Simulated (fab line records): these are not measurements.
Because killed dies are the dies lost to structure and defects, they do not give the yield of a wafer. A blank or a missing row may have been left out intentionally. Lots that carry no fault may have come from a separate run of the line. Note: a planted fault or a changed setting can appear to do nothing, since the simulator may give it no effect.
A struck lot beside a sound one -- flow nand-harc -- 18 out of 1302 route steps
Sound: these wafers, L960.1, L960.2, L960.3. The struck wafers were L963.1, L963.5, L963.6. The cause comes at the end.
At each step with rows: each side's tool, then ch and its chambers, then its first start. Under that, the readings that differ: sound wafers -- struck wafers -- difference of the means -- sigmas: that difference in standard deviations of wafers without a fault.
alike: same words and numbers on both sides, and readings whose means sit less than 2 such deviations apart. not compared: any withheld reading, any reading some wafer has no value for, any bound like >300 that may hide the same value, and any number with overlapping values for which the record gives no deviation.
A row with sigmas, a row that says differs or no value, or rows on one side alone: a step with any of these is where the two part. Numbers that have no deviation but don't overlap get no sigmas and don't part them. Lack of a reading on every wafer of one side parts them only where that side has two or more wafers.

NHARC_P_ZERO_WELL_CD_MEAS_37: target cd 720 nm.
  sound on cd-sem-03 ch 0, day 4 22:16; struck on cd-sem-01 ch 0, day 6 04:16
  alike: cd-nm
then, 1 step without rows for these wafers: NHARC_P_ZERO_WELL_HARDBAKE_38 (time 80 s).
NHARC_P_ZERO_WELL_DESCUM_39: chemistry O2, time 3 s.
  sound on rie-diel-09 ch 0,2,3, day 4 22:28; struck on rie-diel-09 ch 0,1,3, day 6 04:27
  alike: chamber-pressure-mTorr, drypump-motor-current-A, oes-product-au, rf-vpp-V, showerhead-plenum-p-Torr, throttle-valve-pct
  not compared: rf-hours-counter-h
then, 9 steps without rows for these wafers: NHARC_P_ZERO_WELL_IMPLANT_40; NHARC_P_ZERO_WELL_IMPLANT_59; NHARC_P_ZERO_WELL_IMPLANT_60; NHARC_P_ZERO_WELL_STRIP_41 (strips in SPM, time 840 s); NHARC_P_ZERO_WELL_DEHYDRATE_44 (time 120 s); NHARC_P_ZERO_WELL_HMDS_45 (time 30 s); NHARC_P_ZERO_WELL_COAT_46; NHARC_P_ZERO_WELL_SOFTBAKE_47 (time 95 s); NHARC_P_ZERO_WELL_EBR_48.
NHARC_P_ZERO_WELL_EXPOSE_49: exposes mask P HVPW, target cd 2000 nm.
  sound on krf-scanner-04 ch 0, day 4 23:48; struck on krf-scanner-01 ch 0, day 6 05:44
reading,sound,struck,difference,sigmas
mask,P_HVPW#0 P_HVPW#0 P_HVPW#0,P_NWELL#0 P_NWELL#0 P_NWELL#0,differs,
then, 2 steps without rows for these wafers: NHARC_P_ZERO_WELL_PEB_50 (peb time 85 s); NHARC_P_ZERO_WELL_DEVELOP_51 (time 70 s).
NHARC_P_ZERO_WELL_CD_MEAS_52: target cd 2000 nm.
  sound on cd-sem-02 ch 0, day 4 23:57; struck on cd-sem-03 ch 0, day 6 05:54
reading,sound,struck,difference,sigmas
cd-nm (nm),2001.4 1999.4 2001.7,- - -,no value on the struck wafers,
then, 1 step without rows for these wafers: NHARC_P_ZERO_WELL_HARDBAKE_53 (time 80 s).
-- break in the record here, with 22 days between the starts of the struck wafers on either side (left off in module P_ZERO_WELL, picked up again in module END, where the first step shown is number 1302 on the route) --
NHARC_END_SORT_01:
  here the record holds rows for the struck wafers (prober-01 ch 0, day 28 15:20) but none for the sound ones

WHERE THEY PART
First at NHARC_P_ZERO_WELL_EXPOSE_49; last, within this record, at NHARC_END_SORT_01.

WHY: what the simulator had put in
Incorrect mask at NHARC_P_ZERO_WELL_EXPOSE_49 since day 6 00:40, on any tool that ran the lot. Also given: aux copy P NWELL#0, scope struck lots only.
